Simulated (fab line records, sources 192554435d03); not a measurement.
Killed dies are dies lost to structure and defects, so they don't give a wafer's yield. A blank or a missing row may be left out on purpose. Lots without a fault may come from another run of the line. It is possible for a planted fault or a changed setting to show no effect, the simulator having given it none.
A struck lot beside a sound one ; flow n5_finfet ; 37 out of 1938 route steps
Sound: these wafers, L758.1, L758.2, L758.4. Struck: wafers L769.1, L769.2, L769.5. At the end, the cause is stated.
For every step that has rows: the tool of each side, followed by ch and its chambers, followed by its first start. Under that, the readings that differ: sound wafers ; struck wafers ; difference of the means ; sigmas: that difference in standard deviations of wafers without a fault.
alike: a reading whose means differ by less than 2 such deviations, as well as words and numbers matching on both sides. not compared: withheld readings; readings where some wafer has no value; bounds like >300 that might hide an equal value; numbers whose values overlap and for which the record gives no deviation.
A row with sigmas, a row that says differs or no value, or rows on one side alone: a step with any of these is where the two part. Numbers that have no deviation but don't overlap get no sigmas and don't part them. Lack of a reading on every wafer of one side parts them only where that side has two or more wafers.

first, 9 steps without rows for these wafers: N5_BEOL_M8_DESCUM_33 (chemistry O2, time 7 s); N5_BEOL_M8_ETCH_72 (etches underlayer in N2/H2, target depth 6.5 nm, time 5.2 s); N5_BEOL_M8_ETCH_65 (etches SiARC in CF4, target depth 15.6 nm, time 26 s); N5_BEOL_M8_ETCH_66 (etches SOC in N2/H2, target depth 80 nm, overetch 16 nm, time 120 s); N5_BEOL_M8_STRIP_69 (strips in N2/H2); N5_BEOL_M8_STRIP_73 (strips in N2/H2); N5_BEOL_M8_VIA_ETCH_34 (etches SiCOH lowk in C4F6/O2, target depth 125.5 nm, time 50.5 s); N5_BEOL_M8_STRIP_76 (strips in C4F6/O2); N5_BEOL_M8_STRIP_36 (strips in N2/H2).
N5_BEOL_M8_TRENCH_ETCH_37: etches SiCOH lowk in C4F6/O2, target depth 93.478 nm, time 31.2 s.
  sound on rie_diel-05 ch 0,3, day 9 23:47; struck on rie_diel-05 ch 1,2,3, day 12 12:53
reading;sound;struck;difference;sigmas
bias_w (W);184.5 185.0 184.8;231.6 231.5 231.3;+46.7;+99 or more
rf_vpp_V (V);659 663 658;784 782 784;+123;+22
model.BEOL_M8.feature_depth_nm (nm);91.4 91.2 91.2;98.8 99 101.4;+8.5;
model.etch.depth_nm (nm);91.48 91.14 91.12;98.77 99.07 101.3;+8.47;
  alike: drypump_motor_current_A, mfc_ar_sccm, oes_product_au, showerhead_plenum_p_Torr, throttle_valve_pct
  not compared: rf_hours_counter_h, model.TiN_of_BEOL_M8_HM_DEP_02.thk_nm
then, 2 steps without rows for these wafers: N5_BEOL_M8_ETCH_41 (etches SiCN in CH3F/O2, target depth 31.9 nm, time 57.8 s); N5_BEOL_M8_STRIP_80 (strips in N2/H2, time 10 s).
N5_BEOL_M8_OCD_MEAS_38:
  struck on ocd-01, day 12 13:02; sound on ocd-02, day 9 23:56
reading;sound;struck;difference;sigmas
trench_depth_nm (nm);91.8 91.5 91.5;98.8 98.9 101.3;+8.1;+6
then, 13 steps without rows for these wafers: N5_BEOL_M8_HM_STRIP_39 (strips TiN in peroxide tin strip, target depth 25 nm, time 158 s); N5_BEOL_M8_SRD_40 (time 30 s); N5_BEOL_M8_PRECLEAN_42 (cleans in residue remover, time 60 s); N5_BEOL_M8_SRD_43 (time 30 s); N5_BEOL_M8_CURE_75 (cures SiCOH lowk, time 120 s); N5_BEOL_M8_DEGAS_44 (time 60 s); N5_BEOL_M8_PRE_CLEAN_45 (time 30 s); N5_BEOL_M8_ALD_77 (deposits TaN, target thk 2 nm, pulse time 2 s, purge time 3 s); N5_BEOL_M8_SURFACE_TREAT_79; N5_BEOL_M8_CVD_78 (deposits Co from CCTBA/H2, target thk 2 nm, time 142.3 s); N5_BEOL_M8_SPUTTER_48 (material Cu, target thk 10 nm, time 1.667 s); N5_BEOL_M8_ECD_50 (material Cu, target thk 300 nm); N5_BEOL_M8_ANNEAL_51 (time 90 s).
N5_BEOL_M8_CMP_52: polishes, stops on SiCOH lowk, t overpolish 6.9 s, target thk 80 nm.
  sound on cmp-04 ch 0,1,2, day 10 03:48; struck on cmp-04 ch 0,1,3, day 12 15:48
reading;sound;struck;difference;sigmas
model.Cu_of_BEOL_M8_ECD_50.thk_nm (nm);79.2 78 78.4;86 86.8 89.8;+9;
  alike: barrier_field_endpoint_s, clearing_platen_down_force_psi, clearing_platen_rpm, motor_current_A, overpolish_run_s, platen_rpm, time_to_endpoint_s
N5_BEOL_M8_THK_MEAS_53: measures by xrf.
  struck on film_metro-01, day 12 16:06; sound on film_metro-02, day 10 04:05
reading;sound;struck;difference;sigmas
M8_THK (nm);78.5 77.4 77.6;86.1 87.1 90.5;+10.1;+6
then, 2 steps without rows for these wafers: N5_BEOL_M8_PRE_CLEAN_55 (time 15 s); N5_BEOL_M8_DEP_56 (deposits SiCN from 3MS/NH3, target thk 10 nm, time 17.5 s).
N5_BEOL_M8_RS_MEAS_57: measures by four-point-probe.
  struck on film_metro-01, day 12 16:14; sound on film_metro-01, day 10 04:15
reading;sound;struck;difference;sigmas
M8_RS (ohm/sq);0.290 0.295 0.292;0.263 0.260 0.250;-0.035;-5
then, 5 steps without rows for these wafers: N5_BEOL_M9_ILD_DEP_00 (deposits SiCOH lowk from DEMS/porogen, target thk 308.51 nm, time 58 s); N5_BEOL_M9_CURE_71 (cures SiCOH lowk, time 240 s); N5_BEOL_M9_PECVD_70 (deposits SiO2 from TEOS/O2, target thk 20 nm, time 22.7 s); N5_BEOL_M9_HM_DEP_02 (deposits TiN, target thk 20 nm); N5_BEOL_M9_COAT_59 (time 60 s, resist thk 100 nm).
-- a jump in the record: the struck wafers' starts before and after are 2 days apart (it breaks off in module BEOL_M9 and resumes in module BEOL_M15, where the first step shown is number 1830 of the route) --
N5_BEOL_M15_RC_MEAS_101:
  sound on prober-02 ch 0, day 12 12:41; struck on prober-02 ch 0, day 14 18:39
reading;sound;struck;difference;sigmas
SERP_M14 (ohm/um);0.1665 0.1620 0.1616;0.1552 0.1583 0.1578;-0.0063;-2
SERP_M8 (ohm/um);13.2 13.8 13.7;12.6 12.4 12.3;-1.1;-2
SERP_M8_max_site (ohm/um);14.1 14.1 14.8;13.2 13.0 12.8;-1.3;-3
  alike: COMB_M10, COMB_M11, COMB_M12, COMB_M13, COMB_M14, COMB_M14_max_site, COMB_M15, COMB_M5, COMB_M6, COMB_M6_max_site, COMB_M7, COMB_M8, COMB_M9, SERP_M10, SERP_M11, SERP_M12, SERP_M12_max_site, SERP_M13, SERP_M5, SERP_M6, SERP_M7, SERP_M9

== WHERE THEY PART ==
At N5_BEOL_M8_TRENCH_ETCH_37 first; at N5_BEOL_M15_RC_MEAS_101 last (within this record only).

WHY: what had been put in by the simulator
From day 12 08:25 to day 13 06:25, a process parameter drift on rie_diel-05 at N5_BEOL_M8_TRENCH_ETCH_37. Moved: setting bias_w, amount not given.
